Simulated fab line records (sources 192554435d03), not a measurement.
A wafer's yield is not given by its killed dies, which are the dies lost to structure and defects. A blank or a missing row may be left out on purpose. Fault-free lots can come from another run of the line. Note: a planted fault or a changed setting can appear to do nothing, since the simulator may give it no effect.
Which tool did it? || flow n5_finfet || Sampling: 11 lots, 33 wafers, 2 of 1938 route steps

== WHAT THE GAUGES READ, wafer by wafer ==
N5_PASSIVATION_CD_MEAS_10: target cd 3000 nm. Usual: 3000.3 nm for cd_nm, sd 2.1.
{"lot": "L739", "measured": "day 13 21:47", "on": "cd_sem-02", "cd_nm (nm)": "3000.4 3001.8 2998.9", "flag": ""}
{"lot": "L740", "measured": "day 14 02:54", "on": "cd_sem-03", "cd_nm (nm)": "3005.3 3006.1 3001.2", "flag": ""}
{"lot": "L742", "measured": "day 14 17:25", "on": "cd_sem-03", "cd_nm (nm)": "3001.3 3001.7 2997.6", "flag": ""}
{"lot": "L743", "measured": "day 15 06:01", "on": "cd_sem-02", "cd_nm (nm)": "2998.3 2999.9 3000.5", "flag": ""}
{"lot": "L744", "measured": "day 15 06:09", "on": "cd_sem-03", "cd_nm (nm)": "2998.3 2998.9 2998.8", "flag": ""}
{"lot": "L745", "measured": "day 15 02:50", "on": "cd_sem-02", "cd_nm (nm)": "3002.0 3000.9 3000.3", "flag": ""}
{"lot": "L746", "measured": "day 15 15:19", "on": "cd_sem-03", "cd_nm (nm)": "2998.3 2998.0 2999.0", "flag": ""}
{"lot": "L751", "measured": "day 16 17:25", "on": "cd_sem-03", "cd_nm (nm)": "2998.5 2999.4 2999.1", "flag": ""}
{"lot": "L752", "measured": "day 17 15:56", "on": "cd_sem-01", "cd_nm (nm)": "3000.2 3000.7 2997.4", "flag": ""}
{"lot": "L760", "measured": "day 18 23:43", "on": "cd_sem-03", "cd_nm (nm)": "3002.4 2999.5 3000.2", "flag": ""}
{"lot": "L761", "measured": "day 19 09:53", "on": "cd_sem-02", "cd_nm (nm)": "2997.6 2998.5 3000.0", "flag": ""}

== EACH LOT AND THE TOOL THAT RAN IT (in order: tool; ch and the chambers of the sampled wafers; start) ==
{"lot": "L739", "N5_BEOL_M1_SPUTTER_94": "pvd_sputter-02, day 7 06:16"}
{"lot": "L740", "N5_BEOL_M1_SPUTTER_94": "pvd_sputter-01, day 7 06:31"}
{"lot": "L742", "N5_BEOL_M1_SPUTTER_94": "pvd_sputter-03, day 7 17:19"}
{"lot": "L743", "N5_BEOL_M1_SPUTTER_94": "pvd_sputter-02, day 7 20:38"}
{"lot": "L744", "N5_BEOL_M1_SPUTTER_94": "pvd_sputter-01, day 8 08:16"}
{"lot": "L745", "N5_BEOL_M1_SPUTTER_94": "pvd_sputter-02, day 8 12:19"}
{"lot": "L746", "N5_BEOL_M1_SPUTTER_94": "pvd_sputter-02, day 8 22:24"}
{"lot": "L751", "N5_BEOL_M1_SPUTTER_94": "pvd_sputter-01, day 9 15:49"}
{"lot": "L752", "N5_BEOL_M1_SPUTTER_94": "pvd_sputter-01, day 9 21:34"}
{"lot": "L760", "N5_BEOL_M1_SPUTTER_94": "pvd_sputter-03, day 12 01:20"}
{"lot": "L761", "N5_BEOL_M1_SPUTTER_94": "pvd_sputter-03, day 12 07:43"}
- N5_BEOL_M1_SPUTTER_94: material Cu, target thk 4.5 nm, time 8.29 s.

== AS READ BY THE TOOLS THEMSELVES (means over the sampled wafers that have a number; for cases with no such wafer, the mark the record gives instead) ==
N5_BEOL_M1_SPUTTER_94. Usual: 30.1 % for throttle_valve_pct, sd 1.4.
{"lot": "L739", "tool": "pvd_sputter-02", "throttle_valve_pct (%)": 29.7, "flag": ""}
{"lot": "L740", "tool": "pvd_sputter-01", "throttle_valve_pct (%)": 31.4, "flag": ""}
{"lot": "L742", "tool": "pvd_sputter-03", "throttle_valve_pct (%)": 29.2, "flag": ""}
{"lot": "L743", "tool": "pvd_sputter-02", "throttle_valve_pct (%)": 29.6, "flag": ""}
{"lot": "L744", "tool": "pvd_sputter-01", "throttle_valve_pct (%)": 31.3, "flag": ""}
{"lot": "L745", "tool": "pvd_sputter-02", "throttle_valve_pct (%)": 30.3, "flag": ""}
{"lot": "L746", "tool": "pvd_sputter-02", "throttle_valve_pct (%)": 29.4, "flag": ""}
{"lot": "L751", "tool": "pvd_sputter-01", "throttle_valve_pct (%)": 31.3, "flag": ""}
{"lot": "L752", "tool": "pvd_sputter-01", "throttle_valve_pct (%)": 30.8, "flag": ""}
{"lot": "L760", "tool": "pvd_sputter-03", "throttle_valve_pct (%)": 29.0, "flag": ""}
{"lot": "L761", "tool": "pvd_sputter-03", "throttle_valve_pct (%)": 29.0, "flag": ""}

== THE ANSWER, worked out from the rows above alone ==
Rule: a lot counts as off when the mean over its wafers that have a number is more than 3 standard deviations away from the usual mean. Also off: a lot with no number at a reading for which 4 or more lots have one. Where the step has rows for the other lots, those lots are counted as sound. First the gauges in route order, then the tools' own readings, where a lot's mean is used as printed above. The first step at which some lot is off is used, and at that step the reading that is off furthest; a lot without a number counts as furthest.
None of the lots is off at any reading shown; this tells nothing.

== WHAT THE SIMULATOR PUT IN ==
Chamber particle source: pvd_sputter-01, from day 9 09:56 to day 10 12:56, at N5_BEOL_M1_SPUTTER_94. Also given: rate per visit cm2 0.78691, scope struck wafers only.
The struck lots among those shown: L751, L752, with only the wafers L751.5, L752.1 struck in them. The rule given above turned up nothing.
